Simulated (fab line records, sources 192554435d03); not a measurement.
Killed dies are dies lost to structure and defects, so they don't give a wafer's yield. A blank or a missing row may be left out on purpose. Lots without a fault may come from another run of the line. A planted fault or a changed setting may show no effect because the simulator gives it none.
Chamber matching | flow n5_finfet | N5_DUMMY_GATE_DESCUM_20 on rie_diel-01: 4 sister chambers
The step chemistry O2, time 6.2 s. 20 wafers are shown with their chamber, then 10 later ones without.

WAFERS WITH THEIR CHAMBER
wafer  | chamber | throttle_valve_pct (%) | showerhead_plenum_p_Torr (Torr) | oes_product_au (a.u.)
L076.2 | 2       | 19.85                  | 2.05                            | 0.95
L076.3 | 3       | 20.44                  | 2.08                            | 0.70
L076.4 | 0       | 19.98                  | 2.14                            | 0.90
L077.1 | 1       | 20.81                  | 2.08                            | 0.74
L077.3 | 0       | 20.01                  | 2.14                            | 0.89
L077.4 | 3       | 20.45                  | 2.08                            | 0.70
L080.1 | 2       | 19.86                  | 2.05                            | 0.93
L080.2 | 0       | 20.01                  | 2.14                            | 0.89
L080.4 | 3       | 20.46                  | 2.07                            | 0.69
L081.1 | 3       | 20.46                  | 2.07                            | 0.70
L081.3 | 0       | 20.01                  | 2.14                            | 0.88
L081.6 | 0       | 20.01                  | 2.14                            | 0.88
L086.4 | 1       | 20.81                  | 2.08                            | 0.73
L086.5 | 1       | 20.81                  | 2.08                            | 0.74
L086.6 | 0       | 20.03                  | 2.13                            | 0.86
L089.1 | 2       | 19.89                  | 2.05                            | 0.90
L089.5 | 3       | 20.47                  | 2.07                            | 0.68
L089.6 | 2       | 19.89                  | 2.05                            | 0.90
L091.2 | 2       | 19.89                  | 2.04                            | 0.88
L091.3 | 3       | 20.50                  | 2.07                            | 0.68

SIGNATURES (means of the wafers above)
reading                  | chamber 0 | chamber 1 | chamber 2 | chamber 3 | scatter within a chamber
throttle_valve_pct       | 20.0083   | 20.8100   | 19.8760   | 20.4633   | 0.0176
showerhead_plenum_p_Torr | 2.1383    | 2.0800    | 2.0480    | 2.0733    | 0.00431
oes_product_au           | 0.8833    | 0.7367    | 0.9120    | 0.6917    | 0.0169
Rule: a wafer's distance from a chamber is the root of the sum, over the readings, of the square of ((its reading less the chamber's mean) divided by the reading's scatter). The wafer belongs to the nearest chamber; if the next one is less than 2 further off, it can't be placed. The scatter: the root of (the sum of the squares of (reading less its chamber's mean) over the shown wafers, divided by (wafers less chambers)).

WAFERS WITHOUT THEIR CHAMBER
wafer  | throttle_valve_pct (%) | showerhead_plenum_p_Torr (Torr) | oes_product_au (a.u.)
L091.6 | 20.82                  | 2.08                            | 0.72
L094.1 | 19.90                  | 2.04                            | 0.87
L094.2 | 20.84                  | 2.07                            | 0.72
L094.6 | 20.83                  | 2.07                            | 0.72
L095.2 | 20.84                  | 2.07                            | 0.72
L095.3 | 20.06                  | 2.12                            | 0.82
L095.5 | 20.51                  | 2.06                            | 0.66
L096.1 | 19.91                  | 2.04                            | 0.87
L096.2 | 20.50                  | 2.06                            | 0.67
L096.4 | 20.05                  | 2.12                            | 0.83

WHICH CHAMBER EACH WENT THROUGH
wafer  | from the rows above | in truth
L091.6 | 1                   | 1
L094.1 | 2                   | 2
L094.2 | 1                   | 1
L094.6 | 1                   | 1
L095.2 | 1                   | 1
L095.3 | 0                   | 0
L095.5 | 3                   | 3
L096.1 | 2                   | 2
L096.2 | 3                   | 3
L096.4 | 0                   | 0
Placed correctly: 10 of 10. Can't be placed from these rows: 0. Placed wrongly: 0.
